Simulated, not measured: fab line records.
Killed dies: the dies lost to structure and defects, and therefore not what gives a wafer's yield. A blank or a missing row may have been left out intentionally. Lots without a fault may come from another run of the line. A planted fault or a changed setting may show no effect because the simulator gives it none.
fab line records	flow n5-finfet
record lots=6	wafers=18	last-day=17
route steps=1938 shown BEOL_M6@1258 BEOL_M7@1263
lots that met no fault: from a run of the same line without faults
start-h: the number of hours between the record's first day and the start of the first shown wafer of the lot	wait-h: hours elapsed since this lot's preceding step	" as in the row above	L1.1+2: a single row standing in for several wafers	- no value, or no start given	* or withheld: withheld	< > ~ a bound
route shown NAME@n: names a module that has steps shown in the file, with the first one's number in the route	usual: the fault-free wafers' mean and standard deviation	same: alike in all rows	chamber/n: place in a boat	sites: per-site readings	_std_site: how widely they spread, as a standard deviation	_edge_site: outer sites' mean less inner sites'	radius-mm: how far each site lies from the wafer's centre	mask NAME#n: copy n	behind: tool/chamber where the wafer was last shaped	hold: why the lot went on hold/how many hours it stayed there/how the hold came to an end	device: the transistor (n, p or np) that didn't switch	end of line: the route-end tests of the same wafers	a step without rows: its recipe alone	killed: dies that structure and defects cost at the first sort, which is not the same as the wafer's yield	map: the dies of a wafer, with x for killed, . for not killed, _ for no die there
set.NAME: setting as actually run; set.NAME@STEP: the setting as run at that earlier step	model.NAME: the simulator's own value behind a step, which no gauge read
lots at selected steps of the route; one table per step, one row per wafer
services: when a tool's chamber went out of use (start-h, in hours from the record's first day, below 0 if earlier), for how many hours, and the reason
## steps
# step N5_BEOL_M6_THK_MEAS_53
# recipe thk-meas-gauge=xrf	reads=Cu_of_BEOL_M6_ECD_50
# usual M6_THK=80.5/2
lot.wafer	tool	chamber	start-h	wait-h	M6_THK[nm]
L300.2	film-metro-02	-	187.90	-	81.6
L300.3	"	-	"	"	76.5
L300.5	"	-	"	"	80.6
L306.1	film-metro-01	-	229.47	-	79.2
L306.3	"	-	"	"	81.9
L306.5	"	-	"	"	82.1
L308.1	film-metro-01	-	249.79	-	80.0
L308.2	"	-	"	"	81.3
L308.6	"	-	"	"	80.4
L309.2	film-metro-02	-	259.68	-	80.9
L309.3	"	-	"	"	82.2
L309.6	"	-	"	"	81.3
L313.3	film-metro-01	-	276.13	-	79.8
L313.5	"	-	"	"	79.2
L313.6	"	-	"	"	79.9
L320.1	film-metro-02	-	318.76	-	80.5
L320.5	"	-	"	"	78.2
L320.6	"	-	"	"	78.9
# step N5_BEOL_M6_PRE_CLEAN_55
# recipe gas=NH3	time-s=15	temp-c=withheld	rf-power-w=300
# step N5_BEOL_M6_DEP_56
# recipe material=SiCN	target-thk-a=100	temp-c=withheld	precursor=3MS/NH3	pressure-torr=3	rf-w=202	time-s=17.5
# usual rf-fwd-power-W=199.4/1.1	showerhead-plenum-p-Torr=3.657/0.015	throttle-valve-pct=8.9/0.46
lot.wafer	tool	chamber	start-h	wait-h	rf-fwd-power-W	showerhead-plenum-p-Torr	throttle-valve-pct
L300.2	pecvd-01	0	187.96	0.0	198.2	3.641	9.1
L300.3	"	1	"	"	200.0	3.656	9.1
L300.5	"	2	"	"	198.5	3.664	7.7
L306.1	pecvd-01	2	229.54	0.0	198.7	3.665	8.1
L306.3	"	1	"	"	200.1	3.659	8.9
L306.5	"	1	"	"	200.6	3.651	9.3
L308.1	pecvd-01	0	249.86	0.0	199.4	3.643	9.2
L308.2	"	2	"	"	199.6	3.661	8.2
L308.6	"	1	"	"	201.3	3.655	9.1
L309.2	pecvd-01	2	259.74	0.0	200.5	3.662	8.4
L309.3	"	0	"	"	198.0	3.637	9.2
L309.6	"	2	"	"	200.2	3.660	8.1
L313.3	pecvd-02	1	276.19	0.0	201.5	3.666	9.4
L313.5	"	0	"	"	200.7	3.667	8.8
L313.6	"	2	"	"	197.8	3.699	8.7
L320.1	pecvd-01	1	318.83	0.0	200.9	3.662	9.1
L320.5	"	0	"	"	198.5	3.639	8.9
L320.6	"	2	"	"	199.6	3.663	8.1
# step N5_BEOL_M6_RS_MEAS_57
# recipe thk-meas-gauge=four-point-probe	reads=Cu_of_BEOL_M6_ECD_50+Co_of_BEOL_M6_CVD_78+TaN_of_BEOL_M6_ALD_77
# usual M6_RS=0.287/0.0083
lot.wafer	tool	chamber	start-h	wait-h	M6_RS[ohm/sq]
L300.2	film-metro-01	-	188.03	0.1	0.281
L300.3	"	-	"	"	0.305
L300.5	"	-	"	"	0.284
L306.1	film-metro-02	-	229.61	0.1	0.294
L306.3	"	-	"	"	0.282
L306.5	"	-	"	"	0.282
L308.1	film-metro-02	-	249.93	0.1	0.289
L308.2	"	-	"	"	0.283
L308.6	"	-	"	"	0.289
L309.2	film-metro-01	-	259.81	0.1	0.285
L309.3	"	-	"	"	0.282
L309.6	"	-	"	"	0.284
L313.3	film-metro-01	-	276.26	0.1	0.286
L313.5	"	-	"	"	0.290
L313.6	"	-	"	"	0.286
L320.1	film-metro-02	-	318.89	0.1	0.287
L320.5	"	-	"	"	0.293
L320.6	"	-	"	"	0.292
# step N5_BEOL_M6_INSPECT_58
# recipe inspect-instrument=darkfield	mode=post-dep
# usual raw-defect-count=73/24
lot.wafer	tool	chamber	start-h	wait-h	raw-defect-count
L300.2	defect-inspect-01	-	188.05	0.0	66
L300.3	"	-	"	"	80
L300.5	"	-	"	"	42
L306.1	defect-inspect-01	-	229.63	0.0	73
L306.3	"	-	"	"	68
L306.5	"	-	"	"	65
L308.1	defect-inspect-01	-	249.95	0.0	56
L308.2	"	-	"	"	62
L308.6	"	-	"	"	100
L309.2	defect-inspect-02	-	259.84	0.0	57
L309.3	"	-	"	"	66
L309.6	"	-	"	"	79
L313.3	defect-inspect-02	-	276.29	0.0	67
L313.5	"	-	"	"	136
L313.6	"	-	"	"	91
L320.1	defect-inspect-02	-	318.92	0.0	37
L320.5	"	-	"	"	64
L320.6	"	-	"	"	45
# step N5_BEOL_M7_ILD_DEP_00
# recipe material=SiCOH_lowk	target-thk-a=1797.5	temp-c=300	precursor=DEMS/porogen	pressure-torr=5	rf-w=500	time-s=33.4
# usual heater-power-w=330/51	rf-fwd-power-W=494.6/2.7	showerhead-plenum-p-Torr=5.743/0.016	throttle-valve-pct=13.7/0.49
lot.wafer	tool	chamber	start-h	wait-h	heater-power-w	rf-fwd-power-W	showerhead-plenum-p-Torr	throttle-valve-pct
L300.2	pecvd-03	2	188.09	0.0	392	488.7	5.728	13.8
L300.3	"	1	"	"	300	493.1	5.726	13.5
L300.5	"	1	"	"	309	490.9	5.733	13.7
L306.1	pecvd-02	1	229.67	0.0	312	496.4	5.752	14.1
L306.3	"	1	"	"	318	497.0	5.759	14.6
L306.5	"	0	"	"	337	493.8	5.746	13.7
L308.1	pecvd-03	1	249.99	0.0	290	493.6	5.727	13.7
L308.2	"	0	"	"	392	494.9	5.751	13.8
L308.6	"	1	"	"	295	491.4	5.742	13.3
L309.2	pecvd-04	0	259.88	0.0	267	496.4	5.750	13.8
L309.3	"	2	"	"	373	494.8	5.730	12.6
L309.6	"	2	"	"	369	494.2	5.739	12.4
L313.3	pecvd-02	0	276.32	0.0	295	494.5	5.741	13.4
L313.5	"	2	"	"	316	492.6	5.765	13.0
L313.6	"	0	"	"	305	496.6	5.745	13.5
L320.1	pecvd-03	0	318.96	0.0	399	494.4	5.724	14.0
L320.5	"	0	"	"	394	494.6	5.723	14.2
L320.6	"	1	"	"	330	496.2	5.738	13.5
# step N5_BEOL_M7_CURE_74
# recipe temp-c=385	time-s=240	ambient=He/Ar	material=SiCOH_lowk
# step N5_BEOL_M7_THK_MEAS_01
# recipe reads=SiCOH_lowk_of_BEOL_M7_ILD_DEP_00
# usual M7_ILD_THK=154.7/2
lot.wafer	tool	chamber	start-h	wait-h	M7_ILD_THK[nm]
L300.2	film-metro-01	-	188.67	0.4	151.2
L300.3	"	-	"	"	153.8
L300.5	"	-	"	"	155.1
L306.1	film-metro-02	-	230.27	0.4	151.4
L306.3	"	-	"	"	154.1
L306.5	"	-	"	"	154.6
L308.1	film-metro-02	-	250.57	0.4	153.9
L308.2	"	-	"	"	155.3
L308.6	"	-	"	"	157.0
L309.2	film-metro-01	-	260.80	0.4	154.4
L309.3	"	-	"	"	155.4
L309.6	"	-	"	"	155.1
L313.3	film-metro-01	-	277.38	0.5	154.9
L313.5	"	-	"	"	156.5
L313.6	"	-	"	"	155.8
L320.1	film-metro-02	-	319.54	0.4	152.4
L320.5	"	-	"	"	155.1
L320.6	"	-	"	"	153.1
# step N5_BEOL_M7_PECVD_70
# recipe material=SiO2	target-thk-a=200	temp-c=400	precursor=TEOS/O2	pressure-torr=5.5	rf-w=450	teos-flow-sccm=53.8	gas=O2	flow-sccm=3000	time-s=22.7
# usual heater-power-w=725/100	rf-fwd-power-W=444.2/2.5	showerhead-plenum-p-Torr=8.80/0.058	throttle-valve-pct=22.0/0.85
lot.wafer	tool	chamber	start-h	wait-h	heater-power-w	rf-fwd-power-W	showerhead-plenum-p-Torr	throttle-valve-pct
L300.2	pecvd-03	1	188.70	0.0	737	442.4	8.76	22.2
L300.3	"	1	"	"	760	443.6	8.73	22.2
L300.5	"	1	"	"	747	443.4	8.75	21.7
L306.1	pecvd-04	1	230.30	0.0	586	448.9	8.77	21.9
L306.3	"	2	"	"	766	444.6	8.76	20.4
L306.5	"	2	"	"	757	444.3	8.77	20.5
L308.1	pecvd-02	0	250.60	0.0	794	446.0	8.84	21.5
L308.2	"	1	"	"	697	446.6	8.83	23.3
L308.6	"	1	"	"	699	446.3	8.82	23.3
L309.2	pecvd-04	0	260.84	0.0	588	444.7	8.82	22.6
L309.3	"	1	"	"	602	444.6	8.80	21.8
L309.6	"	2	"	"	834	442.6	8.77	20.4
L313.3	pecvd-03	0	277.42	0.0	780	442.4	8.71	22.0
L313.5	"	0	"	"	787	444.1	8.70	22.3
L313.6	"	2	"	"	798	441.8	8.77	22.3
L320.1	pecvd-03	2	319.58	0.0	763	438.6	8.78	22.4
L320.5	"	0	"	"	763	445.8	8.71	22.4
L320.6	"	2	"	"	756	441.4	8.79	22.6
# step N5_BEOL_M7_HM_DEP_02
# recipe material=TiN	target-thk-a=200	temp-c=25	chamber-pressure-pa=0.49996
# usual throttle-valve-pct=29.7/0.94
lot.wafer	tool	chamber	start-h	wait-h	throttle-valve-pct
L300.2	pvd-sputter-03	-	189.92	1.2	29.8
L300.3	"	-	"	"	30.5
L300.5	"	-	"	"	31.7
L306.1	pvd-sputter-02	-	234.35	4.0	29.4
L306.3	"	-	"	"	28.8
L306.5	"	-	"	"	29.5
L308.1	pvd-sputter-03	-	252.28	1.7	28.4
L308.2	"	-	"	"	31.6
L308.6	"	-	"	"	28.7
L309.2	pvd-sputter-02	-	261.42	0.6	28.5
L309.3	"	-	"	"	29.4
L309.6	"	-	"	"	29.5
L313.3	pvd-sputter-02	-	279.07	1.6	29.2
L313.5	"	-	"	"	29.2
L313.6	"	-	"	"	29.2
L320.1	pvd-sputter-02	-	320.46	0.9	29.2
L320.5	"	-	"	"	29.4
L320.6	"	-	"	"	29.1
# step N5_BEOL_M7_COAT_59
# recipe resist=SOC	temp-c=250	time-s=60	spin-rpm=1500	resist-thk-nm=100
# step N5_BEOL_M7_COAT_60
# recipe resist=SiARC	temp-c=220	time-s=60	spin-rpm=1500	resist-thk-nm=35
# step N5_BEOL_M7_COAT_05
# recipe resist=CAR-ArF	spin-rpm=1500	resist-thk-nm=90
# usual chill-plate-temp-C=23.00/0.096	spin-speed-rpm=1500.1/0.99
lot.wafer	tool	chamber	start-h	wait-h	chill-plate-temp-C	spin-speed-rpm	model.CAR-ArF_of_BEOL_M7_COAT_05.thk-nm
L300.2	litho-track-04	0	190.05	-	23.03	1503.7	89.8
L300.3	"	0	"	"	22.83	1502.2	89.4
L300.5	"	0	"	"	23.06	1501.0	89.6
L306.1	litho-track-05	0	234.48	-	23.11	1500.9	89.8
L306.3	"	0	"	"	22.98	1500.9	90
L306.5	"	0	"	"	22.93	1499.4	90.2
L308.1	litho-track-05	0	252.41	-	22.94	1600.9	87
L308.2	"	0	"	"	23.11	1600.9	87
L308.6	"	0	"	"	22.95	1601.4	87
L309.2	litho-track-05	0	261.56	-	23.01	1603.2	86.8
L309.3	"	0	"	"	22.80	1603.8	86.8
L309.6	"	0	"	"	23.05	1601.0	86.6
L313.3	litho-track-02	0	279.22	-	22.93	1500.2	90.8
L313.5	"	0	"	"	23.16	1500.7	90.4
L313.6	"	0	"	"	23.16	1502.0	90.2
L320.1	litho-track-02	0	320.59	-	23.12	1500.1	90
L320.5	"	0	"	"	23.10	1499.2	90.2
L320.6	"	0	"	"	23.16	1499.9	90
# step N5_BEOL_M7_EBR_07
# recipe solvent=PGMEA	ebr-width-mm=1.5
# step N5_BEOL_M7_SOFTBAKE_06
# recipe temp-c=110	time-s=60	resist=CAR-ArF
# step N5_BEOL_M7_EXPOSE_08
# recipe mask-id=M7	na=1.35	source-shape=dipole	sigma-inner=0.817	sigma-outer=0.97	polarization=te	dose-mj=68.25
# step N5_BEOL_M7_PEB_09
# recipe peb-temp-c=withheld	peb-time-s=60	resist=CAR-ArF
# step N5_BEOL_M7_DEVELOP_10
# recipe develop-time-s=30	developer=TMAH	resist=CAR-ArF	rinse-liquid=diw	dry=air-spin	dev-temp-c=23
# step N5_BEOL_M7_CD_MEAS_11
# recipe target-cd-nm=38.5	landing-energy-ev=500	detector=se-inlens	polarity=opening
# usual cd-nm=38.7/0.51
lot.wafer	tool	chamber	start-h	wait-h	cd-nm
L300.2	cd-sem-03	0	190.42	-	38.5
L300.3	"	0	"	"	37.4
L300.5	"	0	"	"	37.8
L306.1	cd-sem-02	0	234.72	-	39.2
L306.3	"	0	"	"	38.9
L306.5	"	0	"	"	38.6
L308.1	cd-sem-03	0	252.65	-	39.3
L308.2	"	0	"	"	39.3
L308.6	"	0	"	"	38.8
L309.2	cd-sem-01	0	261.93	-	39.3
L309.3	"	0	"	"	38.0
L309.6	"	0	"	"	38.4
L313.3	cd-sem-01	0	279.59	-	38.5
L313.5	"	0	"	"	38.3
L313.6	"	0	"	"	39.0
L320.1	cd-sem-01	0	320.96	-	38.8
L320.5	"	0	"	"	37.8
L320.6	"	0	"	"	38.5
# step N5_BEOL_M7_OVL_MEAS_12
# recipe points-per-wafer=44
# usual M7_OVL=0.3/0.74
lot.wafer	tool	chamber	start-h	wait-h	M7_OVL[nm]
L300.2	overlay-01	0	190.45	0.0	0.8
L300.3	"	0	"	"	0.3
L300.5	"	0	"	"	0.3
L306.1	overlay-01	0	234.75	0.0	-0.1
L306.3	"	0	"	"	1.3
L306.5	"	0	"	"	1.5
L308.1	overlay-01	0	252.68	0.0	-0.3
L308.2	"	0	"	"	0.0
L308.6	"	0	"	"	-1.5
L309.2	overlay-02	0	261.96	0.0	0.6
L309.3	"	0	"	"	0.6
L309.6	"	0	"	"	1.0
L313.3	overlay-01	0	279.62	0.0	0.2
L313.5	"	0	"	"	0.9
L313.6	"	0	"	"	-0.1
L320.1	overlay-02	0	320.99	0.0	1.9
L320.5	"	0	"	"	1.3
L320.6	"	0	"	"	1.1
# step N5_BEOL_M7_INSPECT_13
# recipe mode=adi	inspect-instrument=brightfield
# usual raw-defect-count=415/91
lot.wafer	tool	chamber	start-h	wait-h	raw-defect-count
L300.2	defect-inspect-02	-	190.47	0.0	408
L300.3	"	-	"	"	373
L300.5	"	-	"	"	446
L306.1	defect-inspect-01	-	234.78	0.0	480
L306.3	"	-	"	"	489
L306.5	"	-	"	"	578
L308.1	defect-inspect-02	-	252.71	0.0	335
L308.2	"	-	"	"	325
L308.6	"	-	"	"	341
L309.2	defect-inspect-02	-	261.99	0.0	338
L309.3	"	-	"	"	330
L309.6	"	-	"	"	437
L313.3	defect-inspect-01	-	279.64	0.0	513
L313.5	"	-	"	"	675
L313.6	"	-	"	"	552
L320.1	defect-inspect-02	-	321.01	0.0	312
L320.5	"	-	"	"	493
L320.6	"	-	"	"	402
# step N5_BEOL_M7_DESCUM_16
# recipe chemistry=O2	time-s=7.9	source-power-w=50	bias-power-w=20	pressure-mtorr=20	rf-frequency-hz=2.712e+07	temp-c=40	resist=CAR-ArF	o2-flow-sccm=225
# usual drypump-motor-current-A=6.0/0.51	o2-flow-sccm=225.1/0.64	oes-product-au=0.82/0.092	rf-fwd-power-W=49.29/0.3	rf-vpp-V=243.2/1.3	showerhead-plenum-p-Torr=2.09/0.068	throttle-valve-pct=20.37/0.18
lot.wafer	tool	chamber	start-h	wait-h	drypump-motor-current-A	o2-flow-sccm	oes-product-au	rf-fwd-power-W	rf-hours-counter-h	rf-vpp-V	showerhead-plenum-p-Torr	throttle-valve-pct
L300.2	rie-diel-04	2	190.51	0.0	5.7	224.7	0.69	48.94	241	245.3	2.16	20.48
L300.3	"	3	"	"	5.5	225.6	0.94	49.34	13	244.3	2.26	20.17
L300.5	"	2	"	"	5.7	225.2	0.69	48.89	-	243.5	2.16	20.46
L306.1	rie-diel-05	0	235.19	0.4	5.5	225.5	0.70	49.28	225	244.9	2.15	20.35
L306.3	"	1	"	"	5.6	225.5	0.75	49.22	154	241.8	2.02	20.36
L306.5	"	2	"	"	6.4	224.9	0.88	49.62	-	242.0	2.05	20.43
L308.1	rie-diel-04	1	252.93	0.2	5.3	225.0	0.96	49.03	3	244.4	2.13	19.91
L308.2	"	3	"	"	5.5	225.5	0.89	49.35	36	244.8	2.25	20.18
L308.6	"	1	"	"	5.4	226.0	0.95	49.12	-	245.1	2.13	19.92
L309.2	rie-diel-02	2	262.64	0.7	6.7	224.7	0.80	49.30	98	243.4	2.10	20.70
L309.3	"	3	"	"	6.5	224.3	0.75	49.13	180	243.0	2.07	20.53
L309.6	"	1	"	"	6.2	225.2	0.89	49.92	-	241.7	2.04	20.27
L313.3	rie-diel-02	3	279.84	0.2	6.5	225.6	0.75	49.23	185	243.0	2.07	20.50
L313.5	"	3	"	"	6.5	225.3	0.75	48.99	-	243.8	2.07	20.51
L313.6	"	0	"	"	5.0	225.1	0.95	49.66	-	245.7	2.21	20.09
L320.1	rie-diel-04	1	321.05	0.0	5.3	226.2	0.89	49.46	23	243.6	2.12	19.95
L320.5	"	2	"	"	5.7	223.7	0.97	48.73	-	243.5	2.14	20.06
L320.6	"	1	"	"	5.3	224.9	0.90	49.23	-	241.6	2.12	19.94
# step N5_BEOL_M7_ETCH_61
# recipe chemistry=CF4	target=SiARC	target-depth-a=455	mask-material=CAR-ArF	time-s=75.8	ion-energy-ev=80	pressure-mtorr=40	source-w=545	bias-w=36	Ar_flow_sccm=100	cf4-flow-sccm=100	ends=cleared
# usual drypump-motor-current-A=6.0/0.52	etch-rf-on-time-s=76.5/1.9	oes-product-au=0.69/0.077	rf-fwd-power-W=538.7/2.8	rf-vpp-V=184.1/1.1	showerhead-plenum-p-Torr=2.15/0.064	throttle-valve-pct=15.57/0.2
lot.wafer	tool	chamber	start-h	wait-h	drypump-motor-current-A	etch-rf-on-time-s	oes-product-au	rf-fwd-power-W	rf-hours-counter-h	rf-vpp-V	showerhead-plenum-p-Torr	throttle-valve-pct	model.CAR-ArF_of_BEOL_M7_COAT_05.thk-nm
L300.2	rie-diel-04	2	190.54	0.0	5.7	74.8	0.60	535.9	241	184.9	2.20	15.68	50.6
L300.3	"	3	"	"	5.5	76.1	0.79	538.2	13	185.8	2.28	15.14	50.2
L300.5	"	2	"	"	5.7	74.7	0.60	533.5	-	184.2	2.20	15.69	50.4
L306.1	rie-diel-05	0	235.23	0.0	5.4	75.0	0.59	537.3	225	185.7	2.20	15.61	50.6
L306.3	"	1	"	"	5.6	75.4	0.65	537.1	154	183.2	2.06	15.53	51
L306.5	"	2	"	"	6.5	77.7	0.74	542.3	-	183.1	2.11	15.59	50.8
L308.1	rie-diel-04	1	252.97	0.0	5.4	75.0	0.81	541.6	3	183.3	2.20	15.17	48
L308.2	"	3	"	"	5.5	76.1	0.76	535.3	36	185.4	2.27	15.19	47.8
L308.6	"	1	"	"	5.4	75.0	0.81	536.3	-	184.6	2.20	15.18	48
L309.2	rie-diel-02	2	262.68	0.0	6.7	79.1	0.67	538.2	98	184.9	2.16	15.91	47.6
L309.3	"	3	"	"	6.5	77.9	0.64	537.8	180	183.9	2.13	15.75	47.4
L309.6	"	1	"	"	6.2	78.8	0.74	544.4	-	184.7	2.11	15.51	47.4
L313.3	rie-diel-02	3	279.88	0.0	6.4	78.7	0.62	537.4	185	182.7	2.12	15.76	51.6
L313.5	"	3	"	"	6.5	77.6	0.63	537.6	-	184.0	2.12	15.75	51.4
L313.6	"	0	"	"	5.0	71.7	0.83	542.5	-	186.5	2.26	15.32	51
L320.1	rie-diel-04	1	321.08	0.0	5.4	75.0	0.77	539.3	23	184.0	2.19	15.20	50.8
L320.5	"	2	"	"	5.7	72.7	0.84	537.4	-	184.0	2.19	15.22	50.8
L320.6	"	1	"	"	5.4	75.7	0.76	538.9	-	184.1	2.19	15.21	51
# step N5_BEOL_M7_ETCH_62
# recipe chemistry=N2/H2	target=SOC	target-depth-a=1100	overetch-a=220	mask-material=SiARC	temp-c=40	time-s=165	ion-energy-ev=200	pressure-mtorr=30	source-w=840	bias-w=150	n2-flow-sccm=200	h2-flow-sccm=200
## services
tool	chamber	start-h	hours	kind
pecvd-01	0	166.99	2.1	scheduled-down
rie-diel-04	0	184.42	-	clean
rie-diel-04	0	184.42	-	consumable-replace:esc
rie-diel-04	0	184.42	-	consumable-replace:focus-ring
rie-diel-04	0	184.42	36.4	scheduled-down
rie-diel-04	0	184.42	36.4	vent-cycle
pecvd-03	0	188.27	5.0	repair
rie-diel-02	0	191.04	-	clean
pecvd-03	0	202.08	2.1	scheduled-down
pecvd-02	-	206.05	3.1	repair
pecvd-02	-	217.20	2.8	pm
rie-diel-04	1	220.95	-	clean
rie-diel-04	1	220.95	-	consumable-replace:focus-ring
rie-diel-04	1	220.95	21.6	scheduled-down
rie-diel-04	1	220.95	21.6	vent-cycle
pecvd-03	-	230.62	5.5	pm
pecvd-02	1	235.00	3.7	repair
rie-diel-04	2	265.06	-	clean
rie-diel-04	2	265.06	-	consumable-replace:focus-ring
rie-diel-04	2	265.06	27.9	scheduled-down
rie-diel-04	2	265.06	27.9	vent-cycle
pecvd-04	1	265.09	6.4	repair
pecvd-01	1	298.30	2.1	scheduled-down
pecvd-04	0	302.31	12.1	repair
## key
first-sign step=N5_BEOL_M7_COAT_05	reading=spin-speed-rpm	direction=up	sigmas=99+	usual=*	struck=*
effect none on later readings
model-effect step=N5_BEOL_M7_COAT_05	value=CAR-ArF_of_BEOL_M7_COAT_05.thk-nm	without=89.77	struck=86.87
model-effect step=N5_BEOL_M7_ETCH_61	value=CAR-ArF_of_BEOL_M7_COAT_05.thk-nm	without=50.6	struck=47.7
met-at N5_BEOL_M7_COAT_05
struck-wafers L308.1,L308.2,L308.6,L309.2,L309.3,L309.6
onset-between 234.48 252.41
fault kind=process-parameter-drift	tool=litho-track-05	chamber=-	onset-h=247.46	steps=N5_BEOL_M7_COAT_05	channel=spin-rpm	offset=*	shape=step	end-h=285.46	acts-in=*	stated=*
